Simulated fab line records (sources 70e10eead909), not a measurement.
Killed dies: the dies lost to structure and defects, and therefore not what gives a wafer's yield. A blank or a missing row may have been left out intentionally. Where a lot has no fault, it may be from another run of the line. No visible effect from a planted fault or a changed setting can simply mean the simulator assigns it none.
Check for tools in common    flow nand harc    36 wafers sampled across 12 lots

## REASON IT WAS OPENED
Flagged at NHARC_P_GATE_CD_MEAS_26: reading cd nm, on 1 of 12 lots. Fault-free wafers read 120.1 nm, with a standard deviation of 0.65.
Rule: flag the lot when none of its wafers has a number, or when each of its wafers that has one lies beyond 4 standard deviations from that mean. All remaining lots are regarded as sound.

lot   measured      on         cd nm (nm), wafer by wafer  flag
L133  day 6 01:52   cd sem-02  120.3 119.5 119.9           
L135  day 6 11:40   cd sem-03  119.7 119.7 120.2           
L136  day 6 14:35   cd sem-02  121.2 120.6 120.9           
L138  day 7 12:19   cd sem-01  103.8 103.5 103.1           FLAGGED
L142  day 9 02:37   cd sem-02  120.5 120.2 120.2           
L144  day 10 02:06  cd sem-01  119.8 120.4 119.5           
L148  day 11 16:56  cd sem-03  120.9 119.6 119.3           
L149  day 12 04:10  cd sem-02  119.6 119.3 119.3           
L150  day 12 16:05  cd sem-03  120.2 121.0 120.4           
L151  day 12 23:01  cd sem-02  120.3 119.3 119.2           
L153  day 13 17:32  cd sem-03  121.4 120.5 120.7           
L154  day 14 06:09  cd sem-02  119.1 119.1 119.8           
Average over the flagged lots: 103.5 nm; offset from the usual -16.6 nm, equal to -26 standard deviations.

## EACH LOT AND THE TOOL IT RAN ON
The record holds 2 process steps before the reading, out of a route of 1302 steps. In each cell: the tool, then ch and the chambers that the sampled wafers went through, then the start.
lot   flag     NHARC_P_STI_ETCH_31                            NHARC_P_GATE_EXPOSE_23
L133           rie diel-03 ch 1,3, day 6 01:44 or earlier     arfi scanner-02 ch 0, day 6 01:44
L135           rie diel-06 ch 0,1,3, day 6 11:31 or earlier   arfi scanner-01 ch 0, day 6 11:31
L136           rie diel-06 ch 0,2, day 6 14:27 or earlier     arfi scanner-02 ch 0, day 6 14:27
L138  FLAGGED  rie diel-06 ch 1,2,3, day 7 12:10 or earlier   arfi scanner-02 ch 0, day 7 12:10
L142           rie diel-03 ch 0,1, day 9 02:29 or earlier     arfi scanner-01 ch 0, day 9 02:29
L144           rie diel-12 ch 0,2,3, day 10 01:58 or earlier  arfi scanner-03 ch 0, day 10 01:58
L148           rie diel-06 ch 1,2,3, day 11 16:48 or earlier  arfi scanner-01 ch 0, day 11 16:48
L149           rie diel-12 ch 0,1, day 12 04:02 or earlier    arfi scanner-01 ch 0, day 12 04:02
L150           rie diel-06 ch 0,1,3, day 12 15:56 or earlier  arfi scanner-03 ch 0, day 12 15:56
L151           rie diel-12 ch 0,1,2, day 12 22:53 or earlier  arfi scanner-03 ch 0, day 12 22:53
L153           rie diel-03 ch 0,3, day 13 17:24 or earlier    arfi scanner-02 ch 0, day 13 17:24
L154           rie diel-06 ch 1,2, day 14 06:01 or earlier    arfi scanner-02 ch 0, day 14 06:01
These steps, and what they do:
- NHARC_P_STI_ETCH_31: etches the open film in CF4/CHF3, target depth 108.9 nm, time 54.5 s.
- NHARC_P_GATE_EXPOSE_23: exposes mask P GATE, target cd 120 nm.
- NHARC_P_GATE_CD_MEAS_26: target cd 120 nm.

## FLAGGED AGAINST TOTAL, ONE TOOL AT A TIME (gauges that did the reading follow at the end)
step                     tool             lots run  flagged  share of the flagged lots  sound lots run after its first flagged lot
NHARC_P_STI_ETCH_31      rie diel-03      3         0        none                       -
NHARC_P_STI_ETCH_31      rie diel-06      6         1        all                        3 (L148,L150,L154)
NHARC_P_STI_ETCH_31      rie diel-12      3         0        none                       -
NHARC_P_GATE_EXPOSE_23   arfi scanner-01  4         0        none                       -
NHARC_P_GATE_EXPOSE_23   arfi scanner-02  5         1        all                        2 (L153,L154)
NHARC_P_GATE_EXPOSE_23   arfi scanner-03  3         0        none                       -
NHARC_P_GATE_CD_MEAS_26  cd sem-01        2         1        all                        1 (L144)
NHARC_P_GATE_CD_MEAS_26  cd sem-02        6         0        none                       -
NHARC_P_GATE_CD_MEAS_26  cd sem-03        4         0        none                       -
Because NHARC_P_STI_ETCH_31 lacks a start for some lots, the hours and order of its lots are taken from NHARC_P_GATE_EXPOSE_23.

## WHAT IS ALLOWED BY THE TABLE
Every flagged lot was run by 3 rows of the table: rie diel-06 at NHARC_P_STI_ETCH_31, arfi scanner-02 at NHARC_P_GATE_EXPOSE_23 and cd sem-01 at NHARC_P_GATE_CD_MEAS_26.
- rie diel-06 at NHARC_P_STI_ETCH_31: 1 of its 6 lots flagged. After the first flagged lot (L148, L150, L154), sound lots still ran on it; a lasting fault on the whole tool would not permit that.
- arfi scanner-02 at NHARC_P_GATE_EXPOSE_23: 1 of its 5 lots flagged. After the first flagged lot (L153, L154), sound lots still ran on it; a lasting fault on the whole tool would not permit that.
- cd sem-01 at NHARC_P_GATE_CD_MEAS_26: 1 of its 2 lots flagged. After the first flagged lot (L144), sound lots still ran on it; a lasting fault on the whole tool would not permit that.
No row of the table ran every flagged lot and no sound lot after the first.

## WHAT THE SIMULATOR HAD INSERTED
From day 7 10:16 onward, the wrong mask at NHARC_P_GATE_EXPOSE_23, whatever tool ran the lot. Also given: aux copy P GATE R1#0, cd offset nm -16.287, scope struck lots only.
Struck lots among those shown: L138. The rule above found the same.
